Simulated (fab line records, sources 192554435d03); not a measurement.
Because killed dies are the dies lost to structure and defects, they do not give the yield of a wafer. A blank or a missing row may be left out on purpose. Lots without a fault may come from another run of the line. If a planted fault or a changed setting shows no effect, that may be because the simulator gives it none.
fab line records	flow n5-finfet	part 1 of 2: steps 1 to 4 of 6
record: lots: 21	wafers: 63	last-day: 18
route steps=1938 shown SDB@368 HKMG_FIN@402
lots untouched by any fault: they come from a run of this same line in which no faults occurred
start-h: hours from the record's opening day to when the first of the lot's shown wafers began	wait-h: hours since the lot's step before	" identical to the entry in the row above	L1.1+2: one row covering several wafers at once	- value missing, or start not given	* or withheld: withheld	< > ~ a bound
route shown NAME@n: names a module that has steps shown in the file, with the first one's number in the route	usual: mean/standard deviation taken from wafers without a fault	same: alike in all rows	chamber/n: place in a boat	sites: the reading at each site	_std_site: standard deviation of those values	_edge_site: inner sites' mean taken away from outer sites' mean	radius-mm: how far each site lies from the wafer's centre	mask NAME#n: copy n	behind: the most recent tool/chamber to have shaped the wafer	hold: cause of the lot's hold/its duration in hours/its outcome	device: transistor that didn't switch, given as n, p or np	end of line: tests run on the same wafers once the route is complete	a step without rows: its recipe alone	killed: dies lost to structure and defects at the first sort, not the wafer's yield	map: a wafer's dies, marking killed ones x, the rest . and places with no die _
set.NAME: the setting that was run; set.NAME@STEP: the one run at that earlier step	model.NAME: the simulator's own value behind a step, which no gauge read
steps of the route over a sample of lots; a table a step, a row a wafer
services: from which hour (start-h, from the record's first day; less than 0 if before it) a tool's chamber was out of use, for how many hours, and why
== steps ==
step: N5_SDB_ETCH_25
recipe: chemistry: C4F6/O2	target: SiO2	target-depth-a: 100	time-s: 3.3	ion-energy-ev: 250	mask-material: SiNx	pressure-mtorr: 30	source-w: 345	bias-w: 185	Ar_flow_sccm: 300	C4F6_flow_sccm: 10	O2_flow_sccm: 10
usual: drypump-motor-current-A: 5.8/0.41	oes_ar_750_au: 0.75/0.08	oes-product-au: 0.75/0.089	rf-vpp-V: 653/19	showerhead-plenum-p-Torr: 2.85/0.11	throttle-valve-pct: 21.10/0.21
lot.wafer	tool	chamber	start-h	wait-h	drypump-motor-current-A	oes_ar_750_au	oes-product-au	rf-hours-counter-h	rf-vpp-V	showerhead-plenum-p-Torr	throttle-valve-pct
L074.3	rie-diel-02	0	71.04	0.2	6.1	0.74	0.71	172	631	2.75	21.06
L074.5	"	2	"	"	5.6	0.72	0.73	-	633	2.82	21.27
L074.6	"	3	"	"	6.6	0.72	0.70	-	646	2.86	21.00
L076.1	rie-diel-05	0	83.54	0.0	5.1	0.73	0.70	232	617	2.95	21.13
L076.4	"	3	"	"	5.5	0.72	0.70	246	647	2.83	21.79
L076.6	"	1	"	"	6.1	0.78	0.79	-	667	2.96	21.15
L077.2	rie-diel-02	0	90.58	0.1	6.1	0.73	0.71	178	632	2.75	21.07
L077.3	"	1	"	"	5.9	0.66	0.68	236	685	2.90	21.05
L077.4	"	2	"	"	5.6	0.71	0.71	203	632	2.81	21.27
L079.1	rie-diel-05	1	97.79	0.2	6.1	0.78	0.77	125	667	2.96	21.15
L079.4	"	0	"	"	5.1	0.73	0.70	236	618	2.95	21.14
L079.6	"	2	"	"	5.5	0.74	0.75	-	667	2.61	20.87
L081.2	rie-diel-05	2	112.11	0.2	5.5	0.73	0.74	149	666	2.60	20.89
L081.4	"	1	"	"	6.1	0.76	0.77	-	666	2.95	21.17
L081.6	"	2	"	"	5.5	0.72	0.75	-	665	2.61	20.91
L082.2	rie-diel-02	0	117.99	0.3	6.1	0.73	0.70	188	631	2.74	21.07
L082.3	"	3	"	"	6.5	0.71	0.69	186	645	2.86	21.03
L082.6	"	1	"	"	5.9	0.66	0.66	-	683	2.90	21.05
L083.1	rie-diel-04	2	124.50	0.0	5.3	0.70	0.69	215	649	2.82	21.37
L083.3	"	1	"	"	5.5	0.72	0.71	202	656	2.94	20.95
L083.6	"	2	"	"	5.3	0.70	0.69	-	649	2.82	21.39
L084.1	rie-diel-02	2	127.60	0.0	5.6	0.69	0.71	219	634	2.81	21.30
L084.2	"	0	"	"	6.1	0.72	0.70	191	631	2.74	21.08
L084.5	"	2	"	"	5.6	0.70	0.71	-	634	2.81	21.30
L085.4	rie-diel-04	2	140.98	0.5	5.3	0.70	0.69	-	647	2.81	21.40
L085.5	"	1	"	"	5.5	0.71	0.70	-	655	2.94	20.95
L085.6	"	0	"	"	5.6	0.87	0.90	-	671	3.01	21.07
L086.2	rie-diel-02	0	144.81	0.2	6.1	0.72	0.69	199	632	2.74	21.09
L086.4	"	3	"	"	6.5	0.69	0.68	-	645	2.85	21.05
L086.6	"	0	"	"	6.1	0.72	0.69	-	630	2.74	21.11
L087.1	rie-diel-04	0	149.59	0.5	5.6	0.87	0.89	36	671	3.01	21.09
L087.2	"	1	"	"	5.5	0.71	0.70	212	655	2.94	20.97
L087.3	"	2	"	"	5.3	0.69	0.69	226	646	2.81	21.40
L088.1	rie-diel-04	1	152.81	0.3	5.5	0.71	0.69	214	657	2.94	20.96
L088.2	"	2	"	"	5.3	0.69	0.69	228	649	2.81	21.40
L088.3	"	0	"	"	5.6	0.86	0.88	38	671	3.01	21.09
L089.1	rie-diel-05	3	156.30	0.0	5.6	0.96	0.95	14	649	2.83	21.47
L089.3	"	2	"	"	5.4	0.71	0.74	164	667	2.60	20.92
L089.4	"	1	"	"	6.2	0.75	0.76	-	668	2.95	21.18
L090.2	rie-diel-02	3	161.62	0.3	6.6	0.70	0.67	206	645	2.85	21.05
L090.3	"	0	"	"	6.1	0.71	0.69	206	632	2.73	21.10
L090.5	"	2	"	"	5.6	0.69	0.69	-	632	2.80	21.30
L091.3	rie-diel-04	3	167.47	0.7	6.0	0.93	0.96	5	674	2.81	20.77
L091.4	"	0	"	"	5.5	0.86	0.87	45	671	3.00	21.09
L091.6	"	2	"	"	5.3	0.68	0.68	-	649	2.81	21.41
L092.2	rie-diel-02	2	179.81	0.0	5.6	0.68	0.68	242	632	2.80	21.32
L092.4	"	1	"	"	5.9	0.90	0.92	11	684	2.89	20.67
L092.6	"	1	"	"	5.9	0.90	0.92	-	683	2.89	20.67
L093.1	rie-diel-04	0	181.66	0.0	5.6	0.85	0.86	51	670	3.00	21.09
L093.4	"	2	"	"	5.3	0.68	0.67	-	649	2.81	21.43
L093.6	"	3	"	"	6.1	0.93	0.93	-	674	2.80	20.78
L094.1	rie-diel-04	3	188.00	0.0	6.1	0.91	0.94	14	675	2.80	20.81
L094.2	"	0	"	"	5.6	0.85	0.87	53	669	3.00	21.09
L094.3	"	2	"	"	5.3	0.68	0.68	244	649	2.81	21.43
L095.3	rie-diel-04	3	199.32	0.1	6.0	0.90	0.92	20	673	2.80	20.81
L095.5	"	2	"	"	5.3	0.68	0.68	-	649	2.80	21.44
L095.6	"	3	"	"	6.1	0.90	0.91	-	675	2.80	20.79
L096.2	rie-diel-05	0	204.13	0.0	5.1	0.93	0.94	16	618	2.93	20.79
L096.3	"	2	"	"	5.5	0.70	0.72	181	664	2.59	20.94
L096.5	"	0	"	"	5.1	0.93	0.93	-	617	2.93	20.78
L097.2	rie-diel-02	3	205.26	0.0	6.5	0.68	0.67	218	647	2.84	21.09
L097.4	"	3	"	"	6.5	0.69	0.67	-	645	2.84	21.08
L097.5	"	1	"	"	5.9	0.88	0.91	-	682	2.89	20.69
step: N5_HKMG_FIN_ETCH_54
recipe: chemistry: CF4	target: SiARC	target-depth-a: 455	mask-material: CAR-ArF	time-s: 75.8	ion-energy-ev: 80	pressure-mtorr: 40	source-w: 545	bias-w: 36	Ar_flow_sccm: 100	cf4-flow-sccm: 100	ends: cleared
usual: drypump-motor-current-A: 5.8/0.4	etch-rf-on-time-s: 77.3/2.7	oes-product-au: 0.65/0.092	rf-vpp-V: 184.0/1.2	showerhead-plenum-p-Torr: 2.15/0.082	throttle-valve-pct: 15.55/0.22
lot.wafer	tool	chamber	start-h	wait-h	drypump-motor-current-A	etch-rf-on-time-s	oes-product-au	rf-hours-counter-h	rf-vpp-V	showerhead-plenum-p-Torr	throttle-valve-pct
L074.3	rie-diel-04	0	75.93	0.0	5.6	76.2	0.81	6	185.5	2.29	15.53
L074.5	"	2	"	"	5.3	78.0	0.61	-	183.2	2.13	15.79
L074.6	"	1	"	"	5.5	75.6	0.62	-	184.8	2.21	15.40
L076.1	rie-diel-04	0	88.59	0.0	5.6	76.0	0.80	11	185.0	2.29	15.52
L076.4	"	3	"	"	6.1	80.5	0.56	-	183.4	2.12	15.58
L076.6	"	0	"	"	5.6	76.1	0.81	-	185.6	2.29	15.52
L077.2	rie-diel-02	3	96.13	0.0	6.5	80.9	0.60	177	185.8	2.13	15.31
L077.3	"	2	"	"	5.6	75.4	0.61	206	183.4	2.13	15.81
L077.4	"	1	"	"	5.9	80.6	0.57	239	185.1	2.18	15.57
L079.1	rie-diel-02	3	103.40	0.0	6.6	81.0	0.59	180	183.3	2.12	15.32
L079.4	"	0	"	"	6.2	75.7	0.60	183	180.1	2.05	15.46
L079.6	"	2	"	"	5.6	74.4	0.61	-	184.4	2.13	15.82
L081.2	rie-diel-02	0	117.25	0.0	6.1	75.6	0.61	187	183.7	2.05	15.49
L081.4	"	3	"	"	6.5	80.1	0.60	186	184.8	2.12	15.33
L081.6	"	2	"	"	5.6	75.4	0.60	-	183.8	2.12	15.83
L082.2	rie-diel-02	1	123.23	0.0	5.9	80.8	0.56	248	183.8	2.18	15.60
L082.3	"	3	"	"	6.6	81.2	0.59	189	185.1	2.12	15.32
L082.6	"	2	"	"	5.6	76.4	0.60	-	183.9	2.12	15.82
L083.1	rie-diel-04	0	130.00	0.0	5.6	75.5	0.76	28	186.0	2.28	15.59
L083.3	"	2	"	"	5.3	77.7	0.59	217	183.7	2.12	15.84
L083.6	"	0	"	"	5.6	75.2	0.77	-	186.2	2.28	15.55
L084.1	rie-diel-04	2	132.69	0.0	5.3	78.5	0.59	219	182.6	2.12	15.86
L084.2	"	1	"	"	5.4	76.2	0.60	205	184.9	2.21	15.44
L084.5	"	2	"	"	5.3	78.6	0.58	-	183.4	2.12	15.86
L085.4	rie-diel-05	1	146.03	0.0	6.1	78.0	0.65	-	185.1	2.23	15.72
L085.5	"	2	"	"	5.5	80.2	0.62	-	182.4	1.97	15.51
L085.6	"	3	"	"	5.5	72.1	0.83	-	181.7	2.12	15.69
L086.2	rie-diel-04	2	150.69	0.0	5.3	77.0	0.59	227	183.8	2.12	15.88
L086.4	"	2	"	"	5.3	77.3	0.59	-	183.2	2.12	15.88
L086.6	"	0	"	"	5.6	74.9	0.75	-	183.7	2.28	15.59
L087.1	rie-diel-05	3	154.72	0.0	5.5	71.5	0.82	13	184.4	2.12	15.71
L087.2	"	2	"	"	5.4	79.2	0.62	164	181.1	1.97	15.52
L087.3	"	1	"	"	6.1	77.8	0.65	148	185.3	2.23	15.72
L088.1	rie-diel-02	1	157.80	0.0	5.9	81.2	0.81	1	185.0	2.18	15.07
L088.2	"	3	"	"	6.5	82.0	0.58	204	182.3	2.12	15.37
L088.3	"	2	"	"	5.6	76.8	0.59	232	183.1	2.12	15.87
L089.1	rie-diel-04	0	161.61	0.0	5.6	75.8	0.74	42	183.7	2.28	15.60
L089.3	"	3	"	"	6.1	77.1	0.82	2	184.6	2.11	15.16
L089.4	"	2	"	"	5.3	77.8	0.59	232	184.3	2.11	15.87
L090.2	rie-diel-05	3	166.98	0.0	5.5	72.6	0.81	18	184.3	2.12	15.71
L090.3	"	2	"	"	5.4	80.3	0.62	168	181.6	1.97	15.52
L090.5	"	1	"	"	6.1	78.2	0.64	-	184.8	2.23	15.75
L091.3	rie-diel-04	3	172.58	0.0	6.0	77.4	0.80	7	184.6	2.11	15.17
L091.4	"	1	"	"	5.5	76.7	0.58	222	185.5	2.20	15.45
L091.6	"	2	"	"	5.3	77.8	0.58	-	183.3	2.11	15.90
L092.2	rie-diel-05	2	185.39	0.0	5.4	78.7	0.62	174	182.1	1.96	15.53
L092.4	"	0	"	"	5.1	70.5	0.84	9	185.1	2.20	15.13
L092.6	"	1	"	"	6.1	77.2	0.64	-	184.2	2.23	15.73
L093.1	rie-diel-02	1	187.90	0.0	5.9	79.7	0.78	13	184.4	2.17	15.10
L093.4	"	3	"	"	6.6	80.9	0.58	212	183.1	2.11	15.37
L093.6	"	0	"	"	6.1	74.9	0.59	-	183.7	2.04	15.54
L094.1	rie-diel-05	0	193.42	0.0	5.1	72.5	0.81	12	183.7	2.20	15.14
L094.2	"	1	"	"	6.2	79.6	0.63	161	185.5	2.23	15.75
L094.3	"	3	"	"	5.5	73.3	0.79	27	184.1	2.11	15.74
L095.3	rie-diel-02	0	204.38	0.0	6.1	75.6	0.59	223	182.4	2.04	15.54
L095.5	"	3	"	"	6.5	80.5	0.57	-	183.5	2.11	15.38
L095.6	"	2	"	"	5.6	75.6	0.58	-	183.4	2.11	15.90
L096.2	rie-diel-02	0	209.66	0.0	6.1	75.4	0.58	224	183.0	2.04	15.54
L096.3	"	1	"	"	5.9	80.1	0.75	21	184.0	2.17	15.12
L096.5	"	1	"	"	5.9	79.8	0.76	-	184.2	2.17	15.12
L097.2	rie-diel-02	3	210.51	0.0	6.5	81.1	0.56	219	184.1	2.11	15.40
L097.4	"	0	"	"	6.1	75.6	0.59	-	182.9	2.04	15.55
L097.5	"	1	"	"	5.9	79.2	0.76	-	183.2	2.17	15.11
step: N5_HKMG_FIN_ETCH_55
recipe: chemistry: N2/H2	target: SOC	target-depth-a: 2400	temp-c: 40	time-s: 300	ion-energy-ev: 200	mask-material: SiARC	pressure-mtorr: 30	source-w: 840	bias-w: 150	n2-flow-sccm: 200	h2-flow-sccm: 200
usual: drypump-motor-current-A: 5.8/0.4	oes-product-au: 0.76/0.11	rf-vpp-V: 523.9/3	showerhead-plenum-p-Torr: 2.56/0.1	temp-c: 40.01/0.1	throttle-valve-pct: 17.86/0.25
lot.wafer	tool	chamber	start-h	wait-h	drypump-motor-current-A	oes-product-au	rf-hours-counter-h	rf-vpp-V	showerhead-plenum-p-Torr	temp-c	throttle-valve-pct
L074.3	rie-diel-04	0	75.98	0.0	5.6	0.95	6	529.7	2.74	39.98	17.84
L074.5	"	2	"	"	5.3	0.70	-	522.7	2.55	39.97	18.30
L074.6	"	1	"	"	5.5	0.71	-	525.9	2.64	39.98	17.68
L076.1	rie-diel-04	0	88.65	0.0	5.6	0.93	11	528.0	2.74	40.38	17.85
L076.4	"	3	"	"	6.1	0.65	-	522.3	2.48	40.13	17.56
L076.6	"	0	"	"	5.6	0.93	-	526.9	2.74	40.17	17.86
L077.2	rie-diel-02	3	96.18	0.0	6.6	0.69	177	525.4	2.54	39.83	17.76
L077.3	"	2	"	"	5.6	0.71	206	523.4	2.54	40.05	18.11
L077.4	"	1	"	"	5.9	0.66	239	526.4	2.63	39.99	18.09
L079.1	rie-diel-02	3	103.46	0.0	6.6	0.69	180	522.9	2.54	40.11	17.77
L079.4	"	0	"	"	6.1	0.70	183	520.9	2.44	39.90	17.74
L079.6	"	2	"	"	5.6	0.70	-	523.5	2.53	39.96	18.11
L081.2	rie-diel-02	0	117.30	0.0	6.1	0.70	187	520.8	2.43	39.94	17.72
L081.4	"	3	"	"	6.6	0.69	186	524.2	2.54	40.05	17.78
L081.6	"	2	"	"	5.6	0.70	-	522.7	2.53	39.92	18.11
L082.2	rie-diel-02	1	123.28	0.0	5.9	0.65	248	526.9	2.62	40.31	18.09
L082.3	"	3	"	"	6.5	0.69	189	524.8	2.53	40.24	17.80
L082.6	"	2	"	"	5.6	0.69	-	523.7	2.53	39.95	18.14
L083.1	rie-diel-04	0	130.05	0.0	5.5	0.89	28	527.2	2.73	40.02	17.86
L083.3	"	2	"	"	5.3	0.68	217	523.5	2.54	40.00	18.33
L083.6	"	0	"	"	5.6	0.90	-	528.0	2.73	40.02	17.88
L084.1	rie-diel-04	2	132.74	0.0	5.3	0.69	219	523.6	2.54	40.02	18.34
L084.2	"	1	"	"	5.5	0.70	206	526.0	2.63	39.98	17.71
L084.5	"	2	"	"	5.3	0.69	-	524.4	2.54	40.03	18.35
L085.4	rie-diel-05	1	146.15	0.1	6.1	0.76	-	528.2	2.64	40.03	17.83
L085.5	"	2	"	"	5.4	0.72	-	517.5	2.33	39.82	17.70
L085.6	"	3	"	"	5.5	0.98	-	521.8	2.50	40.09	18.04
L086.2	rie-diel-04	2	150.75	0.0	5.3	0.68	227	523.4	2.54	39.99	18.36
L086.4	"	2	"	"	5.3	0.68	-	522.5	2.54	39.95	18.34
L086.6	"	0	"	"	5.6	0.88	-	528.7	2.72	40.08	17.92
L087.1	rie-diel-05	3	154.77	0.0	5.5	0.96	13	521.8	2.50	39.96	18.03
L087.2	"	2	"	"	5.5	0.72	164	517.0	2.33	39.98	17.69
L087.3	"	1	"	"	6.2	0.76	148	527.8	2.64	39.95	17.85
L088.1	rie-diel-02	1	157.86	0.0	6.0	0.95	1	526.1	2.62	39.88	17.62
L088.2	"	3	"	"	6.6	0.67	204	523.5	2.53	39.95	17.82
L088.3	"	2	"	"	5.6	0.69	233	522.6	2.52	39.93	18.16
L089.1	rie-diel-04	0	161.67	0.0	5.6	0.87	42	528.2	2.72	40.04	17.90
L089.3	"	3	"	"	6.0	0.98	2	523.5	2.48	39.93	17.27
L089.4	"	2	"	"	5.3	0.68	232	522.9	2.53	40.05	18.38
L090.2	rie-diel-05	3	167.03	0.0	5.5	0.95	18	522.2	2.50	40.04	18.05
L090.3	"	2	"	"	5.4	0.72	168	518.1	2.33	40.22	17.72
L090.5	"	1	"	"	6.1	0.74	-	526.2	2.64	40.02	17.86
L091.3	rie-diel-04	3	172.63	0.0	6.1	0.95	7	523.6	2.48	40.06	17.26
L091.4	"	1	"	"	5.5	0.69	222	526.2	2.62	39.92	17.72
L091.6	"	2	"	"	5.3	0.67	-	523.6	2.53	39.99	18.36
L092.2	rie-diel-05	2	185.45	0.0	5.5	0.71	174	518.4	2.32	39.85	17.73
L092.4	"	0	"	"	5.1	0.94	9	525.3	2.62	40.12	17.37
L092.6	"	1	"	"	6.2	0.75	-	528.7	2.64	39.97	17.87
L093.1	rie-diel-02	1	187.95	0.0	5.9	0.90	13	525.8	2.62	40.15	17.64
L093.4	"	3	"	"	6.6	0.66	212	523.8	2.52	40.26	17.82
L093.6	"	0	"	"	6.1	0.68	-	520.8	2.42	39.91	17.79
L094.1	rie-diel-05	0	193.48	0.0	5.1	0.95	12	526.0	2.62	40.00	17.37
L094.2	"	1	"	"	6.2	0.74	161	527.1	2.64	39.99	17.87
L094.3	"	3	"	"	5.5	0.94	27	522.4	2.49	39.88	18.06
L095.3	rie-diel-02	0	204.44	0.0	6.1	0.67	223	520.6	2.42	39.86	17.79
L095.5	"	3	"	"	6.6	0.67	-	523.2	2.52	40.11	17.85
L095.6	"	2	"	"	5.6	0.68	-	522.3	2.52	40.05	18.19
L096.2	rie-diel-02	0	209.72	0.0	6.1	0.67	224	520.6	2.42	40.03	17.80
L096.3	"	1	"	"	5.9	0.88	21	524.9	2.61	39.99	17.66
L096.5	"	1	"	"	6.0	0.88	-	525.4	2.61	40.10	17.67
L097.2	rie-diel-02	3	210.56	0.0	6.6	0.66	219	523.2	2.52	39.87	17.84
L097.4	"	0	"	"	6.2	0.67	-	518.9	2.42	40.04	17.80
L097.5	"	1	"	"	5.9	0.88	-	525.0	2.61	40.08	17.67
step: N5_HKMG_FIN_PWFM_ALD_03
recipe: material: TiN	target-thk-a: 20	temp-c: 400	ald-precursor-family: TiCl4	ald-co-reactant: NH3	pulse-time-s: 1	purge-time-s: 3	co-reactant-purge-time-s: 2	co-reactant-pulse-time-s: 2	ald-cycles: 91	pressure-torr: 3
usual: heater-power-w: 873/74	precursor-pulse-height-rel: 0.997/0.02
lot.wafer	tool	chamber	start-h	wait-h	heater-power-w	precursor-pulse-height-rel
L074.3	ald-metal-01	0	78.33	0.0	955	0.959
L074.5	"	0	"	"	948	1.003
L074.6	"	1	"	"	899	1.006
L076.1	ald-metal-01	1	91.10	0.0	887	1.010
L076.4	"	2	"	"	1005	0.966
L076.6	"	1	"	"	876	1.002
L077.2	ald-metal-04	3	98.54	0.0	817	0.991
L077.3	"	1	"	"	775	0.983
L077.4	"	0	"	"	816	0.959
L079.1	ald-metal-01	1	105.82	0.0	863	1.017
L079.4	"	0	"	"	962	0.958
L079.6	"	3	"	"	951	0.969
L081.2	ald-metal-01	0	119.65	0.0	983	0.973
L081.4	"	2	"	"	1040	1.001
L081.6	"	3	"	"	947	1.016
L082.2	ald-metal-04	3	125.65	0.0	809	0.975
L082.3	"	2	"	"	825	1.016
L082.6	"	1	"	"	793	1.005
L083.1	ald-metal-02	3	132.46	0.0	888	0.997
L083.3	"	0	"	"	840	0.989
L083.6	"	2	"	"	964	1.026
L084.1	ald-metal-02	1	135.10	0.0	785	0.989
L084.2	"	3	"	"	876	0.994
L084.5	"	3	"	"	873	1.014
L085.4	ald-metal-04	0	148.41	0.0	798	0.999
L085.5	"	1	"	"	794	0.991
L085.6	"	2	"	"	841	0.995
L086.2	ald-metal-02	3	153.12	0.0	875	1.010
L086.4	"	3	"	"	901	0.995
L086.6	"	1	"	"	780	0.988
L087.1	ald-metal-02	2	157.14	0.0	972	1.009
L087.2	"	1	"	"	766	0.990
L087.3	"	3	"	"	889	0.974
L088.1	ald-metal-04	1	160.50	0.3	789	0.989
L088.2	"	2	"	"	831	0.989
L088.3	"	3	"	"	803	1.026
L089.1	ald-metal-02	2	164.05	0.0	964	0.987
L089.3	"	1	"	"	779	0.996
L089.4	"	2	"	"	955	1.021
L090.2	ald-metal-02	3	169.41	0.0	877	0.983
L090.3	"	1	"	"	765	0.966
L090.5	"	0	"	"	830	0.980
L091.3	ald-metal-04	1	174.99	0.0	792	0.997
L091.4	"	3	"	"	829	1.036
L091.6	"	3	"	"	809	0.983
L092.2	ald-metal-04	0	187.81	0.0	794	0.980
L092.4	"	2	"	"	811	0.984
L092.6	"	0	"	"	812	0.976
L093.1	ald-metal-02	0	190.34	0.0	855	0.931
L093.4	"	2	"	"	944	1.002
L093.6	"	3	"	"	882	0.989
L094.1	ald-metal-01	0	196.05	0.0	949	1.003
L094.2	"	1	"	"	873	1.008
L094.3	"	2	"	"	1011	1.016
L095.3	ald-metal-02	1	206.92	0.0	773	1.001
L095.5	"	2	"	"	967	0.979
L095.6	"	3	"	"	883	1.041
L096.2	ald-metal-04	2	212.07	0.0	858	0.990
L096.3	"	1	"	"	796	0.993
L096.5	"	1	"	"	788	0.978
L097.2	ald-metal-02	3	212.94	0.0	886	1.007
L097.4	"	2	"	"	944	0.998
L097.5	"	0	"	"	846	0.991
